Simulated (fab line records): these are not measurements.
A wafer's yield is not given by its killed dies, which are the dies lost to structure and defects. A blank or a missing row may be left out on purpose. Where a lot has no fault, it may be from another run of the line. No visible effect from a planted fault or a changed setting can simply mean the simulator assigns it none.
fab line records ; flow nand-harc
record: lots: 24; wafers: 72; last-day: 25
route steps=1159 shown P_CONTACT@217 P_M0@284 P_M1@295
lots that met no fault: from a run of the same line without faults
start-h: the number of hours between the record's first day and the start of the first shown wafer of the lot ; wait-h: hours elapsed since this lot's preceding step ; " same as the row above ; L1.1+2: a single row standing in for several wafers ; - no value present, or no start provided ; * or withheld: withheld ; < > ~ a bound
route shown NAME@n: a module of which the file shows steps, and the number in the route of the first ; usual: average and standard deviation across the fault-free wafers ; same: alike in all rows ; chamber/n: place in a boat ; sites: the reading at each site ; _std_site: their standard deviation ; _edge_site: inner sites' mean taken away from outer sites' mean ; radius-mm: for every site, how far away it sits from the centre of the wafer ; mask NAME#n: copy n ; behind: the tool/chamber that last shaped the wafer ; hold: reason for holding the lot/hours on hold/outcome of the hold ; device: names the non-switching transistor (n, p or np) ; end of line: the same wafers' tests at the end of the route ; a step given without rows: its recipe and nothing more ; killed: at the first sort, the dies lost to defects and structure; wafer yield is something else ; map: a wafer's dies, marking killed ones x, the rest . and places with no die _
set.NAME: the setting that was run; set.NAME@STEP: the one run at that earlier step ; model.NAME: the simulator's own value behind a step, which no gauge read
route steps across a sampled set of lots; one table per step, one row per wafer
services: from which hour (start-h, from the record's first day; less than 0 if before it) a tool's chamber was out of use, for how many hours, and why
== steps ==
step: NHARC_P_CONTACT_DEP_30
recipe: target-thk-a: 300; temp-c: 400; target-thk-nm: 30; flow-sccm: 200; rf-w: 450; material: SiNx
usual: heater-power-w: 737/78
lot.wafer;tool;chamber;start-h;wait-h;heater-power-w;since-wet-clean-h
L074.3;pecvd-04;0;101.92;0.1;695;75
L074.6;pecvd-04;0;101.92;0.1;690;-
L074.5;pecvd-04;2;101.92;0.1;861;-
L075.2;pecvd-03;1;114.73;0.2;790;163
L075.3;pecvd-03;2;114.73;0.2;585;163
L075.5;pecvd-03;2;114.73;0.2;593;-
L076.2;pecvd-01;2;115.41;0.1;775;46
L076.5;pecvd-01;2;115.41;0.1;775;-
L076.6;pecvd-01;0;115.41;0.1;829;-
L077.2;pecvd-04;1;121.82;0.1;713;95
L077.3;pecvd-04;2;121.82;0.1;822;95
L077.5;pecvd-04;2;121.82;0.1;849;-
L078.3;pecvd-04;0;142.08;0.1;785;115
L078.2;pecvd-04;2;142.08;0.1;793;115
L078.6;pecvd-04;1;142.08;0.1;846;-
L079.1;pecvd-04;0;144.71;0.1;677;117
L079.6;pecvd-04;1;144.71;0.1;695;-
L079.4;pecvd-04;0;144.71;0.1;690;-
L080.2;pecvd-03;1;153.28;0.2;781;21
L080.4;pecvd-03;2;153.28;0.2;623;-
L080.5;pecvd-03;0;153.28;0.2;735;-
L081.1;pecvd-03;0;155.61;0.1;739;23
L081.6;pecvd-03;1;155.61;0.1;807;-
L081.4;pecvd-03;0;155.61;0.1;743;-
L082.3;pecvd-03;0;160.12;0.1;686;28
L082.2;pecvd-03;1;160.12;0.1;815;28
L082.4;pecvd-03;2;160.12;0.1;612;-
L083.2;pecvd-04;1;160.23;0.1;765;133
L083.1;pecvd-04;2;160.23;0.1;718;133
L083.5;pecvd-04;1;160.23;0.1;769;-
L084.1;pecvd-01;0;170.26;0.1;855;101
L084.2;pecvd-01;2;170.26;0.1;757;101
L084.4;pecvd-01;2;170.26;0.1;771;-
L087.1;pecvd-03;1;185.33;0.1;754;53
L087.3;pecvd-03;2;185.33;0.1;659;53
L087.5;pecvd-03;0;185.33;0.1;720;-
L085.3;pecvd-04;0;185.72;0.1;733;158
L085.1;pecvd-04;1;185.72;0.1;788;158
L085.6;pecvd-04;1;185.72;0.1;818;-
L088.2;pecvd-03;1;186.15;0.1;732;54
L088.1;pecvd-03;2;186.15;0.1;647;54
L088.4;pecvd-03;0;186.15;0.1;623;-
L086.3;pecvd-04;2;191.75;0.1;817;164
L086.5;pecvd-04;0;191.75;0.1;805;-
L086.6;pecvd-04;2;191.75;0.1;840;-
L090.1;pecvd-03;1;204.01;0.1;687;72
L090.4;pecvd-03;0;204.01;0.1;701;-
L090.6;pecvd-03;1;204.01;0.1;683;-
L089.2;pecvd-03;1;205.93;0.4;682;74
L089.4;pecvd-03;2;205.93;0.4;629;-
L089.5;pecvd-03;0;205.93;0.4;622;-
L091.2;pecvd-03;2;212.09;0.1;555;80
L091.1;pecvd-03;0;212.09;0.1;742;80
L091.3;pecvd-03;1;212.09;0.1;824;80
L092.3;pecvd-03;1;215.21;0.1;804;83
L092.1;pecvd-03;0;215.21;0.1;741;83
L092.4;pecvd-03;0;215.21;0.1;739;-
L093.1;pecvd-03;1;216.08;0.1;775;84
L093.4;pecvd-03;1;216.08;0.1;767;-
L093.5;pecvd-03;2;216.08;0.1;643;-
L094.2;pecvd-01;0;228.05;0.1;893;159
L094.6;pecvd-01;2;228.05;0.1;764;-
L094.4;pecvd-01;1;228.05;0.1;657;-
L095.2;pecvd-04;2;231.87;0.1;831;23
L095.6;pecvd-04;0;231.87;0.1;690;-
L095.5;pecvd-04;2;231.87;0.1;845;-
L097.2;pecvd-04;2;238.83;0.1;762;30
L097.1;pecvd-04;0;238.83;0.1;742;30
L097.5;pecvd-04;1;238.83;0.1;747;-
L096.1;pecvd-04;2;239.55;0.1;836;31
L096.6;pecvd-04;1;239.55;0.1;710;-
L096.5;pecvd-04;0;239.55;0.1;681;-
step: NHARC_P_M0_DEP_32
recipe: target-thk-a: 300; temp-c: 370; target-thk-nm: 30; pressure-torr: 3; flow-sccm: 200; rf-w: 450; material: SiCN
usual: heater-power-w: 581/64
lot.wafer;tool;chamber;start-h;wait-h;heater-power-w;since-wet-clean-h
L074.3;pecvd-02;0;110.63;0.1;581;125
L074.6;pecvd-02;0;110.63;0.1;587;-
L074.5;pecvd-02;1;110.63;0.1;514;-
L075.2;pecvd-02;0;128.87;0.1;570;143
L075.3;pecvd-02;1;128.87;0.1;516;143
L075.5;pecvd-02;2;128.87;0.1;603;-
L076.2;pecvd-02;1;129.57;0.1;536;144
L076.6;pecvd-02;1;129.57;0.1;535;-
L076.5;pecvd-02;2;129.57;0.1;617;-
L077.2;pecvd-02;1;130.58;0.1;542;145
L077.3;pecvd-02;0;130.58;0.1;551;145
L077.5;pecvd-02;2;130.58;0.1;550;-
L078.2;pecvd-02;0;151.32;0.1;599;165
L078.3;pecvd-02;1;151.32;0.1;552;-
L078.6;pecvd-02;1;151.32;0.1;555;-
L079.1;pecvd-04;2;153.19;0.1;684;126
L079.4;pecvd-04;1;153.19;0.1;679;-
L079.6;pecvd-04;2;153.19;0.1;699;-
L080.2;pecvd-03;0;163.09;0.1;511;31
L080.4;pecvd-03;1;163.09;0.1;584;-
L080.5;pecvd-03;2;163.09;0.1;462;-
L081.1;pecvd-04;1;167.94;0.1;613;141
L081.4;pecvd-04;2;167.94;0.1;613;-
L081.6;pecvd-04;1;167.94;0.1;597;-
L082.2;pecvd-02;0;174.24;0.1;582;7
L082.3;pecvd-02;2;174.24;0.1;601;7
L082.4;pecvd-02;2;174.24;0.1;591;-
L083.2;pecvd-02;2;174.63;0.1;645;8
L083.1;pecvd-02;0;174.63;0.1;520;8
L083.5;pecvd-02;0;174.63;0.1;529;-
L084.2;pecvd-04;0;179.08;0.1;650;152
L084.1;pecvd-04;1;179.08;0.1;665;152
L084.4;pecvd-04;0;179.08;0.1;650;-
L087.3;pecvd-02;1;193.99;0.1;507;27
L087.1;pecvd-02;2;193.99;0.1;661;27
L087.5;pecvd-02;2;193.99;0.1;659;-
L085.3;pecvd-02;1;194.60;0.1;525;28
L085.1;pecvd-02;2;194.60;0.1;645;28
L085.6;pecvd-02;1;194.60;0.1;531;-
L088.1;pecvd-02;1;197.98;0.1;525;31
L088.2;pecvd-02;0;197.98;0.1;550;31
L088.4;pecvd-02;1;197.98;0.1;522;-
L086.3;pecvd-02;2;205.97;0.1;534;39
L086.5;pecvd-02;2;205.97;0.1;547;-
L086.6;pecvd-02;1;205.97;0.1;544;-
L090.1;pecvd-03;1;217.18;0.1;677;85
L090.4;pecvd-03;0;217.18;0.1;523;-
L090.6;pecvd-03;1;217.18;0.1;674;-
L089.2;pecvd-03;0;217.82;0.1;552;85
L089.5;pecvd-03;2;217.82;0.1;504;-
L089.4;pecvd-03;1;217.82;0.1;623;-
L091.2;pecvd-02;2;224.79;0.1;593;58
L091.3;pecvd-02;0;224.79;0.1;572;58
L091.1;pecvd-02;1;224.79;0.1;525;58
L092.1;pecvd-04;0;225.86;0.1;550;17
L092.3;pecvd-04;1;225.86;0.1;671;17
L092.4;pecvd-04;0;225.86;0.1;542;-
L093.1;pecvd-03;0;226.36;0.1;561;94
L093.5;pecvd-03;0;226.36;0.1;566;-
L093.4;pecvd-03;2;226.36;0.1;495;-
L094.2;pecvd-04;2;238.25;0.1;684;29
L094.6;pecvd-04;0;238.25;0.1;626;-
L094.4;pecvd-04;2;238.25;0.1;680;-
L095.2;pecvd-03;0;240.39;0.1;589;108
L095.6;pecvd-03;1;240.39;0.1;611;-
L095.5;pecvd-03;2;240.39;0.1;470;-
L097.2;pecvd-03;0;248.33;0.1;532;116
L097.1;pecvd-03;2;248.33;0.1;446;116
L097.5;pecvd-03;1;248.33;0.1;676;-
L096.1;pecvd-04;2;248.68;0.1;693;40
L096.5;pecvd-04;1;248.68;0.1;687;-
L096.6;pecvd-04;0;248.68;0.1;626;-
step: NHARC_P_M1_CD_MEAS_09
recipe: target-cd-nm: 130; landing-energy-ev: 500
usual: cd-nm: 129.8/0.55
lot.wafer;tool;chamber;start-h;wait-h;cd-nm
L074.3;cd-sem-02;0;111.88;-;128.9
L074.5;cd-sem-02;0;111.88;-;129.6
L074.6;cd-sem-02;0;111.88;-;128.5
L075.2;cd-sem-03;0;130.13;-;130.4
L075.3;cd-sem-03;0;130.13;-;130.9
L075.5;cd-sem-03;0;130.13;-;129.8
L076.2;cd-sem-03;0;130.66;-;129.9
L076.5;cd-sem-03;0;130.66;-;130.5
L076.6;cd-sem-03;0;130.66;-;130.5
L077.2;cd-sem-03;0;131.81;-;130.5
L077.3;cd-sem-03;0;131.81;-;130.2
L077.5;cd-sem-03;0;131.81;-;129.9
L078.2;cd-sem-03;0;152.63;-;130.0
L078.3;cd-sem-03;0;152.63;-;129.9
L078.6;cd-sem-03;0;152.63;-;129.5
L079.1;cd-sem-02;0;154.36;-;129.8
L079.4;cd-sem-02;0;154.36;-;129.1
L079.6;cd-sem-02;0;154.36;-;129.5
L080.2;cd-sem-02;0;164.13;-;129.7
L080.4;cd-sem-02;0;164.13;-;129.4
L080.5;cd-sem-02;0;164.13;-;130.2
L081.1;cd-sem-02;0;169.08;-;129.4
L081.4;cd-sem-02;0;169.08;-;129.6
L081.6;cd-sem-02;0;169.08;-;129.9
L082.2;cd-sem-01;0;175.48;-;129.1
L082.3;cd-sem-01;0;175.48;-;129.8
L082.4;cd-sem-01;0;175.48;-;129.2
L083.1;cd-sem-02;0;175.86;-;129.7
L083.2;cd-sem-02;0;175.86;-;129.6
L083.5;cd-sem-02;0;175.86;-;129.8
L084.1;cd-sem-03;0;180.15;-;130.4
L084.2;cd-sem-03;0;180.15;-;129.7
L084.4;cd-sem-03;0;180.15;-;129.6
L087.1;cd-sem-02;0;195.11;-;130.1
L087.3;cd-sem-02;0;195.11;-;130.6
L087.5;cd-sem-02;0;195.11;-;130.5
L085.1;cd-sem-03;0;195.81;-;129.8
L085.3;cd-sem-03;0;195.81;-;130.7
L085.6;cd-sem-03;0;195.81;-;129.6
L088.1;cd-sem-03;0;199.69;-;129.1
L088.2;cd-sem-03;0;199.69;-;129.7
L088.4;cd-sem-03;0;199.69;-;129.5
L086.3;cd-sem-01;0;207.12;-;130.0
L086.5;cd-sem-01;0;207.12;-;129.2
L086.6;cd-sem-01;0;207.12;-;129.6
L090.1;cd-sem-02;0;218.34;-;129.3
L090.4;cd-sem-02;0;218.34;-;129.4
L090.6;cd-sem-02;0;218.34;-;129.8
L089.2;cd-sem-02;0;219.03;-;129.6
L089.4;cd-sem-02;0;219.03;-;129.7
L089.5;cd-sem-02;0;219.03;-;129.8
L091.1;cd-sem-02;0;226.01;-;129.5
L091.2;cd-sem-02;0;226.01;-;129.7
L091.3;cd-sem-02;0;226.01;-;129.9
L092.1;cd-sem-02;0;227.10;-;130.0
L092.3;cd-sem-02;0;227.10;-;130.5
L092.4;cd-sem-02;0;227.10;-;130.5
L093.1;cd-sem-02;0;227.58;-;129.8
L093.4;cd-sem-02;0;227.58;-;130.7
L093.5;cd-sem-02;0;227.58;-;130.7
L094.2;cd-sem-01;0;239.41;-;129.4
L094.4;cd-sem-01;0;239.41;-;129.8
L094.6;cd-sem-01;0;239.41;-;129.3
L095.2;cd-sem-03;0;241.56;-;130.3
L095.5;cd-sem-03;0;241.56;-;129.6
L095.6;cd-sem-03;0;241.56;-;129.6
L097.1;cd-sem-01;0;249.56;-;128.8
L097.2;cd-sem-01;0;249.56;-;129.5
L097.5;cd-sem-01;0;249.56;-;128.7
L096.1;cd-sem-01;0;249.86;-;129.3
L096.5;cd-sem-01;0;249.86;-;129.8
L096.6;cd-sem-01;0;249.86;-;129.9
step: NHARC_P_M1_OVL_MEAS_10
recipe: pitch-nm: 260
usual: overlay-x-nm: 0.0/0.83; overlay-y-nm: -0.2/0.84
lot.wafer;tool;chamber;start-h;wait-h;overlay-x-nm;overlay-y-nm
L074.3;overlay-01;-;111.97;-;-1.1;0.9
L074.5;overlay-01;-;111.97;-;-0.5;0.7
L074.6;overlay-01;-;111.97;-;-0.5;0.9
L075.2;overlay-02;-;130.21;-;1.2;0.2
L075.3;overlay-02;-;130.21;-;0.5;0.1
L075.5;overlay-02;-;130.21;-;1.4;0.2
L076.2;overlay-02;-;130.75;-;-0.5;0.0
L076.5;overlay-02;-;130.75;-;-0.6;-0.7
L076.6;overlay-02;-;130.75;-;0.2;0.2
L077.2;overlay-01;-;131.89;-;0.8;-0.1
L077.3;overlay-01;-;131.89;-;0.1;0.2
L077.5;overlay-01;-;131.89;-;0.6;0.5
L078.2;overlay-01;-;152.71;-;-0.1;-1.0
L078.3;overlay-01;-;152.71;-;0.0;-1.5
L078.6;overlay-01;-;152.71;-;0.4;-0.4
L079.1;overlay-01;-;154.45;-;0.0;0.7
L079.4;overlay-01;-;154.45;-;0.0;0.9
L079.6;overlay-01;-;154.45;-;0.1;0.7
L080.2;overlay-02;-;164.22;-;2.3;-0.6
L080.4;overlay-02;-;164.22;-;1.5;-0.5
L080.5;overlay-02;-;164.22;-;2.2;-1.0
L081.1;overlay-01;-;169.16;-;-1.1;-0.9
L081.4;overlay-01;-;169.16;-;-0.5;-1.0
L081.6;overlay-01;-;169.16;-;-0.7;-0.5
L082.2;overlay-01;-;175.59;-;0.3;-0.2
L082.3;overlay-01;-;175.59;-;-0.4;0.1
L082.4;overlay-01;-;175.59;-;0.1;-0.1
L083.1;overlay-01;-;175.95;-;-0.4;-1.4
L083.2;overlay-01;-;175.95;-;0.1;-1.6
L083.5;overlay-01;-;175.95;-;0.1;-1.2
L084.1;overlay-01;-;180.24;-;1.5;-1.2
L084.2;overlay-01;-;180.24;-;1.0;-1.1
L084.4;overlay-01;-;180.24;-;1.4;-1.3
L087.1;overlay-01;-;195.20;-;-0.7;-1.7
L087.3;overlay-01;-;195.20;-;-1.2;-1.5
L087.5;overlay-01;-;195.20;-;-1.2;-0.9
L085.1;overlay-01;-;195.90;-;-0.3;-0.4
L085.3;overlay-01;-;195.90;-;-1.0;-0.2
L085.6;overlay-01;-;195.90;-;-0.5;-0.6
L088.1;overlay-01;-;199.77;-;-0.1;-0.2
L088.2;overlay-01;-;199.77;-;-0.7;0.0
L088.4;overlay-01;-;199.77;-;-0.3;-0.4
L086.3;overlay-02;-;207.20;-;-0.3;0.4
L086.5;overlay-02;-;207.20;-;-0.1;0.9
L086.6;overlay-02;-;207.20;-;-0.3;0.8
L090.1;overlay-01;-;218.43;-;-0.5;-0.7
L090.4;overlay-01;-;218.43;-;-0.7;-0.6
L090.6;overlay-01;-;218.43;-;-1.0;0.1
L089.2;overlay-01;-;219.11;-;1.3;-1.4
L089.4;overlay-01;-;219.11;-;1.1;-1.8
L089.5;overlay-01;-;219.11;-;1.3;-1.6
L091.1;overlay-01;-;226.09;-;-0.3;-0.8
L091.2;overlay-01;-;226.09;-;0.2;-0.1
L091.3;overlay-01;-;226.09;-;-0.2;-1.0
L092.1;overlay-02;-;227.19;-;-0.5;1.0
L092.3;overlay-02;-;227.19;-;0.0;1.4
L092.4;overlay-02;-;227.19;-;-0.5;1.1
L093.1;overlay-01;-;227.67;-;-0.3;0.8
L093.4;overlay-01;-;227.67;-;-0.4;1.2
L093.5;overlay-01;-;227.67;-;-0.1;1.2
L094.2;overlay-02;-;239.50;-;-0.4;0.4
L094.4;overlay-02;-;239.50;-;-0.9;-0.2
L094.6;overlay-02;-;239.50;-;-0.1;-0.3
L095.2;overlay-01;-;241.65;-;-1.2;1.5
L095.5;overlay-01;-;241.65;-;-1.1;1.4
L095.6;overlay-01;-;241.65;-;-0.6;0.8
L097.1;overlay-01;-;249.65;-;-0.1;-0.7
L097.2;overlay-01;-;249.65;-;-0.4;-0.7
L097.5;overlay-01;-;249.65;-;-0.2;-0.2
L096.1;overlay-01;-;249.95;-;0.5;-0.7
L096.5;overlay-01;-;249.95;-;1.3;-0.7
L096.6;overlay-01;-;249.95;-;1.0;-0.7
step: NHARC_P_M1_CD_MEAS_16
usual: cd-nm: 129.7/0.68
lot.wafer;tool;chamber;start-h;wait-h;cd-nm
L074.3;cd-sem-03;-;112.37;-;128.5
L074.5;cd-sem-03;-;112.37;-;129.2
L074.6;cd-sem-03;-;112.37;-;128.2
L075.2;cd-sem-02;-;130.62;-;130.5
L075.3;cd-sem-02;-;130.62;-;131.2
L075.5;cd-sem-02;-;130.62;-;129.8
L076.2;cd-sem-01;-;131.15;-;129.1
L076.5;cd-sem-01;-;131.15;-;130.1
L076.6;cd-sem-01;-;131.15;-;130.9
L077.2;cd-sem-02;-;132.29;-;130.0
L077.3;cd-sem-02;-;132.29;-;129.4
L077.5;cd-sem-02;-;132.29;-;129.9
L078.2;cd-sem-03;-;153.12;-;129.9
L078.3;cd-sem-03;-;153.12;-;129.5
L078.6;cd-sem-03;-;153.12;-;128.9
L079.1;cd-sem-01;-;154.85;-;129.2
L079.4;cd-sem-01;-;154.85;-;129.9
L079.6;cd-sem-01;-;154.85;-;128.8
L080.2;cd-sem-01;-;164.62;-;129.9
L080.4;cd-sem-01;-;164.62;-;129.5
L080.5;cd-sem-01;-;164.62;-;129.8
L081.1;cd-sem-01;-;169.57;-;128.3
L081.4;cd-sem-01;-;169.57;-;129.1
L081.6;cd-sem-01;-;169.57;-;129.5
L082.2;cd-sem-01;-;175.99;-;128.5
L082.3;cd-sem-01;-;175.99;-;129.1
L082.4;cd-sem-01;-;175.99;-;128.7
L083.1;cd-sem-03;-;176.36;-;129.4
L083.2;cd-sem-03;-;176.36;-;129.7
L083.5;cd-sem-03;-;176.36;-;129.1
L084.1;cd-sem-03;-;180.64;-;130.6
L084.2;cd-sem-03;-;180.64;-;130.0
L084.4;cd-sem-03;-;180.64;-;129.7
L087.1;cd-sem-02;-;195.60;-;129.8
L087.3;cd-sem-02;-;195.60;-;130.5
L087.5;cd-sem-02;-;195.60;-;131.4
L085.1;cd-sem-01;-;196.30;-;129.8
L085.3;cd-sem-01;-;196.30;-;130.6
L085.6;cd-sem-01;-;196.30;-;130.1
L088.1;cd-sem-02;-;200.18;-;129.6
L088.2;cd-sem-02;-;200.18;-;130.1
L088.4;cd-sem-02;-;200.18;-;129.3
L086.3;cd-sem-02;-;207.61;-;130.1
L086.5;cd-sem-02;-;207.61;-;129.4
L086.6;cd-sem-02;-;207.61;-;129.4
L090.1;cd-sem-03;-;218.87;-;129.8
L090.4;cd-sem-03;-;218.87;-;129.5
L090.6;cd-sem-03;-;218.87;-;129.4
L089.2;cd-sem-01;-;219.52;-;129.4
L089.4;cd-sem-01;-;219.52;-;128.8
L089.5;cd-sem-01;-;219.52;-;128.8
L091.1;cd-sem-02;-;226.50;-;129.8
L091.2;cd-sem-02;-;226.50;-;129.8
L091.3;cd-sem-02;-;226.50;-;129.4
L092.1;cd-sem-03;-;227.59;-;129.8
L092.3;cd-sem-03;-;227.59;-;130.3
L092.4;cd-sem-03;-;227.59;-;130.9
L093.1;cd-sem-02;-;228.07;-;130.8
L093.4;cd-sem-02;-;228.07;-;130.6
L093.5;cd-sem-02;-;228.07;-;130.5
L094.2;cd-sem-03;-;239.90;-;129.4
L094.4;cd-sem-03;-;239.90;-;130.0
L094.6;cd-sem-03;-;239.90;-;128.7
L095.2;cd-sem-03;-;242.05;-;130.0
L095.5;cd-sem-03;-;242.05;-;129.2
L095.6;cd-sem-03;-;242.05;-;130.1
L097.1;cd-sem-01;-;250.05;-;129.0
L097.2;cd-sem-01;-;250.05;-;129.1
L097.5;cd-sem-01;-;250.05;-;128.2
L096.1;cd-sem-03;-;250.35;-;129.0
L096.5;cd-sem-03;-;250.35;-;128.8
L096.6;cd-sem-03;-;250.35;-;129.9
step: NHARC_P_M1_STRIP_18
recipe: power-w: 1000; n2-flow-sccm: 150; h2-flow-sccm: 150; ar-flow-sccm: 0; bias-w: 0; chemistry: N2/H2
usual: drypump-motor-current-A: 6.0/0.34; oes-product-au: 0.998/0.0081; rf-vpp-V: 90.6/1; showerhead-plenum-p-Torr: 2.02/0.085; throttle-valve-pct: 14.173/0.0088
lot.wafer;tool;chamber;start-h;wait-h;drypump-motor-current-A;oes-product-au;rf-hours-counter-h;rf-vpp-V;showerhead-plenum-p-Torr;throttle-valve-pct
L074.3;rie-diel-13;0;112.48;0.1;6.1;1.011;0;89.8;1.91;14.167
L074.5;rie-diel-13;2;112.48;0.1;6.4;1.008;-;91.6;2.15;14.172
L074.6;rie-diel-13;0;112.48;0.1;6.1;1.000;-;89.3;1.91;14.153
L075.2;rie-diel-13;0;130.69;0.1;6.1;0.999;1;89.4;1.91;14.170
L075.3;rie-diel-13;3;130.69;0.1;6.5;0.997;1;90.6;2.06;14.190
L075.5;rie-diel-13;1;130.69;0.1;5.6;1.006;-;89.9;1.97;14.184
L076.2;rie-diel-13;0;131.30;0.1;6.0;1.009;1;89.5;1.91;14.179
L076.5;rie-diel-13;1;131.30;0.1;5.6;1.002;-;90.7;1.97;14.175
L076.6;rie-diel-13;2;131.30;0.1;6.4;1.004;-;91.6;2.15;14.174
L077.2;rie-diel-03;1;132.42;0.1;6.2;0.985;7;88.9;1.93;14.170
L077.3;rie-diel-03;2;132.42;0.1;6.0;0.999;6;90.9;2.06;14.181
L077.5;rie-diel-03;3;132.42;0.1;5.7;0.998;-;90.2;2.07;14.177
L078.2;rie-diel-03;3;153.19;0.1;5.7;1.007;7;90.0;2.07;14.187
L078.3;rie-diel-03;1;153.19;0.1;6.2;1.002;8;91.2;1.93;14.159
L078.6;rie-diel-03;3;153.19;0.1;5.7;0.997;-;91.7;2.07;14.163
L079.1;rie-diel-13;0;154.95;0.1;6.1;1.003;3;89.6;1.90;14.167
L079.4;rie-diel-13;1;154.95;0.1;5.6;0.999;3;89.0;1.97;14.178
L079.6;rie-diel-13;0;154.95;0.1;6.1;1.001;-;88.9;1.90;14.166
L080.2;rie-diel-03;2;164.70;0.1;6.0;0.985;8;90.9;2.06;14.172
L080.4;rie-diel-03;2;164.70;0.1;6.0;0.981;-;89.2;2.06;14.165
L080.5;rie-diel-03;3;164.70;0.1;5.7;0.992;-;90.7;2.07;14.177
L081.4;rie-diel-12;1;169.71;0.1;6.4;1.006;3;91.8;2.14;14.172
L081.1;rie-diel-12;2;169.71;0.1;5.3;0.983;3;91.0;2.00;14.177
L081.6;rie-diel-12;0;169.71;0.1;6.1;0.989;-;90.2;2.07;14.157
L082.2;rie-diel-03;3;176.06;0.1;5.7;1.006;8;91.8;2.07;14.174
L082.4;rie-diel-03;0;176.06;0.1;6.0;0.991;8;90.0;1.92;14.173
L082.3;rie-diel-03;2;176.06;0.1;6.0;0.985;9;91.1;2.06;14.166
L083.1;rie-diel-13;3;176.43;0.1;6.6;0.996;4;91.0;2.06;14.195
L083.2;rie-diel-13;0;176.43;0.1;6.1;0.990;4;88.5;1.90;14.170
L083.5;rie-diel-13;0;176.43;0.1;6.1;0.994;-;91.0;1.90;14.170
L084.4;rie-diel-13;1;180.72;0.1;5.6;0.990;5;91.6;1.97;14.155
L084.2;rie-diel-13;3;180.72;0.1;6.5;1.004;5;90.8;2.06;14.173
L084.1;rie-diel-13;0;180.72;0.1;6.1;1.012;5;88.9;1.90;14.165
L087.1;rie-diel-12;1;195.72;0.1;6.3;1.009;4;93.0;2.14;14.180
L087.3;rie-diel-12;2;195.72;0.1;5.3;0.996;4;92.3;2.00;14.169
L087.5;rie-diel-12;3;195.72;0.1;5.6;0.993;-;91.0;1.96;14.172
L085.1;rie-diel-03;1;196.38;0.1;6.2;0.998;10;89.4;1.93;14.178
L085.3;rie-diel-03;3;196.38;0.1;5.7;0.999;10;89.8;2.07;14.165
L085.6;rie-diel-03;2;196.38;0.1;6.0;0.994;-;93.1;2.06;14.169
L088.2;rie-diel-12;0;200.25;0.1;6.1;0.996;3;90.0;2.07;14.194
L088.4;rie-diel-12;2;200.25;0.1;5.3;1.008;4;92.1;2.00;14.165
L088.1;rie-diel-12;3;200.25;0.1;5.6;0.998;4;90.1;1.96;14.171
L086.3;rie-diel-13;3;207.69;0.1;6.5;0.991;7;91.1;2.06;14.153
L086.5;rie-diel-13;3;207.69;0.1;6.5;0.985;-;92.5;2.06;14.176
L086.6;rie-diel-13;0;207.69;0.1;6.1;0.992;-;90.2;1.90;14.158
L090.1;rie-diel-13;2;218.98;0.1;6.4;1.001;9;90.2;2.14;14.191
L090.4;rie-diel-13;2;218.98;0.1;6.4;1.005;-;92.0;2.14;14.179
L090.6;rie-diel-13;3;218.98;0.1;6.6;0.999;-;90.9;2.06;14.181
L089.2;rie-diel-13;2;219.66;0.1;6.3;0.997;9;90.6;2.14;14.161
L089.5;rie-diel-13;3;219.66;0.1;6.5;1.001;-;90.9;2.06;14.174
L089.4;rie-diel-13;2;219.66;0.1;6.3;0.998;-;90.5;2.14;14.167
L091.3;rie-diel-13;3;226.57;0.1;6.5;0.998;9;91.5;2.06;14.173
L091.2;rie-diel-13;0;226.57;0.1;6.1;1.001;9;89.1;1.90;14.176
L091.1;rie-diel-13;2;226.57;0.1;6.4;0.996;10;89.6;2.14;14.175
L092.4;rie-diel-13;1;227.69;0.1;5.6;0.987;8;90.0;1.97;14.173
L092.3;rie-diel-13;2;227.69;0.1;6.4;0.999;10;90.5;2.14;14.162
L092.1;rie-diel-13;3;227.69;0.1;6.6;1.001;9;91.4;2.06;14.158
L093.1;rie-diel-12;1;228.14;0.1;6.3;1.007;1;90.4;2.14;14.178
L093.4;rie-diel-12;0;228.14;0.1;6.1;0.989;1;90.3;2.07;14.173
L093.5;rie-diel-12;1;228.14;0.1;6.3;0.998;-;90.7;2.14;14.168
L094.2;rie-diel-12;0;240.04;0.1;6.2;0.987;1;91.6;2.07;14.180
L094.4;rie-diel-12;3;240.04;0.1;5.6;0.997;-;89.9;1.96;14.172
L094.6;rie-diel-12;0;240.04;0.1;6.2;0.993;-;91.8;2.07;14.163
L095.2;rie-diel-12;0;242.20;0.1;6.2;0.992;1;88.9;2.07;14.154
L095.5;rie-diel-12;1;242.20;0.1;6.4;1.001;-;91.1;2.14;14.185
L095.6;rie-diel-12;2;242.20;0.1;5.3;1.001;-;91.7;2.00;14.189
L097.1;rie-diel-03;0;250.15;0.1;6.0;0.997;2;90.3;1.92;14.172
L097.2;rie-diel-03;1;250.15;0.1;6.2;0.992;2;90.6;1.93;14.178
L097.5;rie-diel-03;3;250.15;0.1;5.7;1.001;-;90.4;2.07;14.184
L096.1;rie-diel-12;1;250.45;0.1;6.3;1.023;1;92.3;2.14;14.168
L096.6;rie-diel-12;0;250.45;0.1;6.1;0.975;-;90.7;2.07;14.165
L096.5;rie-diel-12;1;250.45;0.1;6.4;1.001;-;90.0;2.14;14.182
== services ==
tool;chamber;start-h;hours;kind
rie-diel-13;3;83.73;34.6;repair
rie-diel-12;0;88.35;45.7;repair
rie-diel-12;2;90.18;7.2;repair
pecvd-01;2;92.92;4.8;repair
rie-diel-13;-;99.00;9.0;pm
pecvd-04;-;109.44;1.2;repair
pecvd-03;-;119.46;13.0;pm
rie-diel-03;2;143.92;2.6;repair
pecvd-02;2;150.86;4.2;repair
pecvd-01;-;152.58;4.9;repair
pecvd-02;-;153.97;13.0;pm
rie-diel-13;3;155.39;2.8;repair
rie-diel-03;0;161.25;5.7;repair
rie-diel-12;1;173.11;4.4;repair
rie-diel-13;-;181.77;0.8;repair
pecvd-01;0;191.02;3.6;repair
pecvd-04;-;195.82;13.0;pm
rie-diel-12;-;202.40;9.0;pm
rie-diel-13;1;213.50;13.5;repair
rie-diel-03;-;215.30;9.0;pm
pecvd-01;-;216.68;0.8;repair
rie-diel-13;3;219.79;1.8;repair
rie-diel-12;2;236.14;4.7;repair
pecvd-03;-;247.01;0.8;repair
== key ==
fault none
